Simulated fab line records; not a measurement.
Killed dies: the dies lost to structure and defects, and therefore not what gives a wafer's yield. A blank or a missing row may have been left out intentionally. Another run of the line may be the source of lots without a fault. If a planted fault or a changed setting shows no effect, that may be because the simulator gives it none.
Which tool was responsible? -- flow nand_harc -- 72 wafers from 24 lots sampled at 6 of the route's 1302 steps

## WHAT THE GAUGES READ, wafer by wafer
NHARC_A_M0_INSPECT_11. Usual: 92 for raw_defect_count, sd 40.
lot,measured,on,raw_defect_count,flag
L075,day 22 14:41,defect_inspect-02,70 67 69,
L074,day 23 06:40,defect_inspect-02,102 106 98,
L077,day 23 17:17,defect_inspect-01,86 60 63,
L078,day 23 23:49,defect_inspect-01,61 66 76,
L079,day 24 00:22,defect_inspect-02,168 176 178,
L076,day 24 05:08,defect_inspect-02,106 110 116,
L080,day 24 21:16,defect_inspect-01,29 30 31,
L082,day 26 03:58,defect_inspect-02,157 171 156,
L081,day 26 07:43,defect_inspect-01,33 44 37,
L083,day 26 16:40,defect_inspect-02,76 84 89,
L084,day 27 18:18,defect_inspect-02,111 93 98,
L086,day 27 20:47,defect_inspect-01,46 44 49,
L085,day 27 23:56,defect_inspect-02,62 76 63,
L087,day 28 01:49,defect_inspect-02,68 63 58,
L088,day 28 07:20,defect_inspect-01,56 66 52,
L089,day 28 09:05,defect_inspect-01,105 90 102,
L091,day 29 23:29,defect_inspect-02,97 122 119,
L090,day 30 04:01,defect_inspect-01,97 90 116,
L092,day 30 06:04,defect_inspect-01,55 45 42,
L093,day 30 22:25,defect_inspect-02,146 102 131,
L095,day 31 04:26,defect_inspect-02,141 148 146,
L094,day 31 05:35,defect_inspect-02,79 80 92,
L096,day 31 16:50,defect_inspect-01,96 101 123,
L097,day 32 11:30,defect_inspect-01,143 129 155,

NHARC_A_M0_CD_MEAS_16. Usual: 79.8 nm for cd_nm, sd 0.65.
lot,measured,on,cd_nm (nm),flag
L075,day 22 15:03,cd_sem-01,79.3 80.2 80.0,
L074,day 23 07:01,cd_sem-03,79.4 80.1 80.4,
L077,day 23 17:39,cd_sem-03,80.7 80.6 81.1,
L078,day 24 00:38,cd_sem-01,79.8 79.7 79.3,
L079,day 24 00:44,cd_sem-03,80.2 79.7 79.4,
L076,day 24 05:29,cd_sem-02,80.6 80.0 80.8,
L080,day 24 21:46,cd_sem-03,80.0 79.9 80.0,
L082,day 26 04:20,cd_sem-03,80.0 78.5 79.8,
L081,day 26 08:04,cd_sem-02,79.5 79.7 79.0,
L083,day 26 17:01,cd_sem-01,79.0 79.7 79.3,
L084,day 27 18:40,cd_sem-02,80.0 80.3 80.3,
L086,day 27 21:09,cd_sem-03,80.5 79.8 79.8,
L085,day 28 00:18,cd_sem-01,80.6 80.9 80.2,
L087,day 28 02:11,cd_sem-02,79.3 78.9 78.6,
L088,day 28 08:10,cd_sem-02,81.4 81.2 81.4,
L089,day 28 09:27,cd_sem-02,79.5 78.4 79.3,
L091,day 29 23:50,cd_sem-03,80.9 80.0 79.9,
L090,day 30 04:23,cd_sem-02,79.9 79.9 79.8,
L092,day 30 06:25,cd_sem-03,79.9 79.5 79.1,
L093,day 30 22:46,cd_sem-02,79.5 79.3 80.0,
L095,day 31 04:48,cd_sem-02,80.1 80.0 79.6,
L094,day 31 05:57,cd_sem-01,80.1 80.4 79.9,
L096,day 31 17:11,cd_sem-01,80.3 80.4 79.3,
L097,day 32 11:52,cd_sem-01,80.1 78.9 79.8,

NHARC_A_M1_INSPECT_11. Usual: 93 for raw_defect_count, sd 40.
lot,measured,on,raw_defect_count,flag
L075,day 22 18:47,defect_inspect-02,71 67 68,
L074,day 23 10:42,defect_inspect-02,102 112 101,
L077,day 23 21:46,defect_inspect-02,83 61 67,
L078,day 24 04:43,defect_inspect-01,63 69 72,
L079,day 24 04:52,defect_inspect-02,173 179 170,
L076,day 24 09:10,defect_inspect-01,105 107 119,
L080,day 25 01:54,defect_inspect-02,28 33 31,
L082,day 26 07:59,defect_inspect-01,168 171 156,
L081,day 26 11:44,defect_inspect-01,32 45 37,
L083,day 26 20:43,defect_inspect-01,77 83 95,
L084,day 27 22:25,defect_inspect-01,110 95 98,
L086,day 28 01:10,defect_inspect-02,42 43 43,
L085,day 28 04:00,defect_inspect-01,62 78 65,
L087,day 28 05:47,defect_inspect-02,67 65 62,
L088,day 28 11:54,defect_inspect-01,61 70 56,
L089,day 28 13:10,defect_inspect-02,108 94 100,
L091,day 30 03:34,defect_inspect-02,89 129 122,
L090,day 30 08:03,defect_inspect-01,99 91 122,
L092,day 30 10:01,defect_inspect-02,49 42 46,
L093,day 31 02:32,defect_inspect-01,143 102 125,
L095,day 31 08:29,defect_inspect-02,145 146 149,
L094,day 31 09:37,defect_inspect-01,86 78 94,
L096,day 31 20:47,defect_inspect-01,96 99 123,
L097,day 32 15:28,defect_inspect-01,150 137 153,

## EACH LOT AND THE TOOL THAT RAN IT (in order: tool; ch and the chambers of the sampled wafers; start)
lot,NHARC_A_CONTACT_ETCH_91,NHARC_A_CONTACT_ETCH_136,NHARC_A_M0_PRE_CLEAN_29
L075,"rie_diel-10 ch 0,1,2, day 21 23:23","har_cap_etch-02 ch 0,1, day 22 05:59","pvd_sputter-03, day 22 18:47 or earlier"
L074,"rie_diel-05 ch 0,2, day 22 16:40","har_cap_etch-01 ch 0,1, day 22 22:09","pvd_sputter-01, day 23 10:42 or earlier"
L077,"rie_diel-10 ch 0,2,3, day 23 02:25","har_cap_etch-02 ch 0,1, day 23 08:35","pvd_sputter-03, day 23 21:46 or earlier"
L078,"rie_diel-10 ch 2,3, day 23 09:27","har_cap_etch-02 ch 0,1, day 23 14:59","pvd_sputter-03, day 24 04:43 or earlier"
L079,"rie_diel-10 ch 0,3, day 23 10:17","har_cap_etch-03 ch 0,1, day 23 15:37","pvd_sputter-02, day 24 04:52 or earlier"
L076,"rie_diel-10 ch 0,1,3, day 23 12:56","har_cap_etch-02 ch 0,1, day 23 19:58","pvd_sputter-01, day 24 09:10 or earlier"
L080,"rie_diel-05 ch 0,1,3, day 24 07:20","har_cap_etch-02 ch 0,1, day 24 12:44","pvd_sputter-03, day 25 01:54 or earlier"
L082,"rie_diel-10 ch 0,2, day 25 13:34","har_cap_etch-02 ch 0,1, day 25 19:05","pvd_sputter-03, day 26 07:59 or earlier"
L081,"rie_diel-05 ch 0,1,2, day 25 17:14","har_cap_etch-01 ch 0,1, day 25 22:57","pvd_sputter-02, day 26 11:44 or earlier"
L083,"rie_diel-05 ch 1,2, day 26 02:31","har_cap_etch-03 ch 0,1, day 26 08:03","pvd_sputter-02, day 26 20:43 or earlier"
L084,"rie_diel-05 ch 1,2,3, day 26 21:06","har_cap_etch-01 ch 0,1, day 27 09:43","pvd_sputter-03, day 27 22:25 or earlier"
L086,"rie_diel-10 ch 0,3, day 26 21:49","har_cap_etch-02 ch 0,1, day 27 11:03","pvd_sputter-03, day 28 01:10 or earlier"
L085,"rie_diel-10 ch 0,1,2, day 27 09:22","har_cap_etch-03 ch 1, day 27 15:06","pvd_sputter-03, day 28 04:00 or earlier"
L087,"rie_diel-10 ch 0,3, day 27 11:42","har_cap_etch-03 ch 0,1, day 27 17:05","pvd_sputter-03, day 28 05:47 or earlier"
L088,"rie_diel-10 ch 0,2,3, day 27 16:42","har_cap_etch-01 ch 0,1, day 27 22:30","pvd_sputter-03, day 28 11:54 or earlier"
L089,"rie_diel-04 ch 1,2,3, day 27 17:47","har_cap_etch-02 ch 0,1, day 28 00:11","pvd_sputter-03, day 28 13:10 or earlier"
L091,"rie_diel-04 ch 0,1,2, day 29 07:17","har_cap_etch-03 ch 0,1, day 29 15:00","pvd_sputter-02, day 30 03:34 or earlier"
L090,"rie_diel-10 ch 0,3, day 29 10:46","har_cap_etch-02 ch 0,1, day 29 19:01","pvd_sputter-02, day 30 08:03 or earlier"
L092,"rie_diel-04 ch 2,3, day 29 14:07","har_cap_etch-03 ch 0, day 29 21:20","pvd_sputter-01, day 30 10:01 or earlier"
L093,"rie_diel-10 ch 1,2,3, day 30 06:19","har_cap_etch-03 ch 0,1, day 30 13:29","pvd_sputter-02, day 31 02:32 or earlier"
L095,"rie_diel-10 ch 0,1,3, day 30 13:52","har_cap_etch-02 ch 0,1, day 30 19:20","pvd_sputter-02, day 31 08:29 or earlier"
L094,"rie_diel-10 ch 0,3, day 30 14:20","har_cap_etch-03 ch 0,1, day 30 20:56","pvd_sputter-01, day 31 09:37 or earlier"
L096,"rie_diel-10 ch 0,1,3, day 31 01:44","har_cap_etch-03 ch 0,1, day 31 07:49","pvd_sputter-01, day 31 20:47 or earlier"
L097,"rie_diel-10 ch 1,2,3, day 31 19:37","har_cap_etch-02 ch 0,1, day 32 02:52","pvd_sputter-01, day 32 15:28 or earlier"
- NHARC_A_CONTACT_ETCH_91: etches the open film in CH3F/O2, target depth 40 nm, time 85.7 s.
- NHARC_A_CONTACT_ETCH_136: etches the open film in C4F8/O2/Ar, time 311 s, target depth 1912 nm.
- NHARC_A_M0_PRE_CLEAN_29: time 30 s.

## AS READ BY THE TOOLS THEMSELVES (means over the sampled wafers that have a number; for cases with no such wafer, the mark the record gives instead)
NHARC_A_CONTACT_ETCH_91. Usual: drypump_motor_current_A 5.9 A, standard deviation 0.47; oes_product_au 0.94 a.u., standard deviation 0.032; rf_vpp_V 244.5 V, standard deviation 1.6; showerhead_plenum_p_Torr 2.47 Torr, standard deviation 0.1; throttle_valve_pct 20.663 %, standard deviation 0.0082.
lot,tool,drypump_motor_current_A (A),oes_product_au (a.u.),rf_vpp_V (V),showerhead_plenum_p_Torr (Torr),throttle_valve_pct (%),flag
L075,rie_diel-10,5.9,0.92,244.7,2.45,20.666,
L074,rie_diel-05,6.2,0.93,244.5,2.43,20.660,
L077,rie_diel-10,6.0,0.93,245.4,2.51,20.672,
L078,rie_diel-10,6.2,0.92,245.3,2.48,20.659,
L079,rie_diel-10,5.9,0.92,244.6,2.54,20.659,
L076,rie_diel-10,6.1,0.93,244.9,2.44,20.661,
L080,rie_diel-05,5.3,1.00,244.2,2.42,20.666,
L082,rie_diel-10,5.8,0.92,245.3,2.52,20.660,
L081,rie_diel-05,5.7,1.01,244.0,2.44,20.663,
L083,rie_diel-05,5.3,1.00,244.8,2.46,20.666,
L084,rie_diel-05,5.3,0.92,244.7,2.40,20.669,
L086,rie_diel-10,5.9,1.01,245.1,2.53,20.674,
L085,rie_diel-10,5.9,0.93,245.4,2.57,20.659,
L087,rie_diel-10,6.0,0.92,245.0,2.53,20.667,
L088,rie_diel-10,6.0,0.93,245.1,2.50,20.661,
L089,rie_diel-04,5.7,0.93,243.1,2.38,20.665,
L091,rie_diel-04,5.6,0.92,242.9,2.34,20.661,
L090,rie_diel-10,5.9,0.93,245.7,2.53,20.665,
L092,rie_diel-04,5.9,1.00,243.2,2.41,20.671,
L093,rie_diel-10,6.1,0.92,244.8,2.53,20.661,
L095,rie_diel-10,6.1,0.92,245.0,2.56,20.663,
L094,rie_diel-10,6.2,0.92,243.8,2.49,20.660,
L096,rie_diel-10,6.1,0.93,245.7,2.56,20.665,
L097,rie_diel-10,6.1,0.94,245.7,2.53,20.660,

NHARC_A_CONTACT_ETCH_136. Usual: 1.001 a.u. for oes_air_line_au, sd 0.02.
lot,tool,oes_air_line_au (a.u.),flag
L075,har_cap_etch-02,0.995,
L074,har_cap_etch-01,1.001,
L077,har_cap_etch-02,0.996,
L078,har_cap_etch-02,1.003,
L079,har_cap_etch-03,0.990,
L076,har_cap_etch-02,0.993,
L080,har_cap_etch-02,1.001,
L082,har_cap_etch-02,0.986,
L081,har_cap_etch-01,1.012,
L083,har_cap_etch-03,1.013,
L084,har_cap_etch-01,0.998,
L086,har_cap_etch-02,0.999,
L085,har_cap_etch-03,0.988,
L087,har_cap_etch-03,1.027,
L088,har_cap_etch-01,1.001,
L089,har_cap_etch-02,1.007,
L091,har_cap_etch-03,1.008,
L090,har_cap_etch-02,0.996,
L092,har_cap_etch-03,1.018,
L093,har_cap_etch-03,1.010,
L095,har_cap_etch-02,1.030,
L094,har_cap_etch-03,1.017,
L096,har_cap_etch-03,1.011,
L097,har_cap_etch-02,1.017,

NHARC_A_M0_PRE_CLEAN_29. Usual: 431 W for heater_power_w, sd 33.
lot,tool,heater_power_w (W),flag
L075,pvd_sputter-03,421,
L074,pvd_sputter-01,475,
L077,pvd_sputter-03,413,
L078,pvd_sputter-03,405,
L079,pvd_sputter-02,408,
L076,pvd_sputter-01,440,
L080,pvd_sputter-03,426,
L082,pvd_sputter-03,429,
L081,pvd_sputter-02,409,
L083,pvd_sputter-02,414,
L084,pvd_sputter-03,440,
L086,pvd_sputter-03,425,
L085,pvd_sputter-03,416,
L087,pvd_sputter-03,427,
L088,pvd_sputter-03,425,
L089,pvd_sputter-03,403,
L091,pvd_sputter-02,405,
L090,pvd_sputter-02,400,
L092,pvd_sputter-01,470,
L093,pvd_sputter-02,414,
L095,pvd_sputter-02,421,
L094,pvd_sputter-01,483,
L096,pvd_sputter-01,450,
L097,pvd_sputter-01,463,

## THE ANSWER, worked out from the rows above alone
Rule: lot off if the mean of its wafers having a number is beyond 3 standard deviations from the usual mean. A lot without any number at a reading at which 4 lots or more have one is off too. All remaining lots with rows at the step are treated as sound. First the gauges in route order, then the tools' own readings, where a lot's mean is used as printed above. At the first step where some lot is off, the reading lying furthest off is the one used; lots without a number count as furthest.
No lot is off at any reading shown: from this, nothing can be told.

## WHAT THE SIMULATOR HAD PUT IN
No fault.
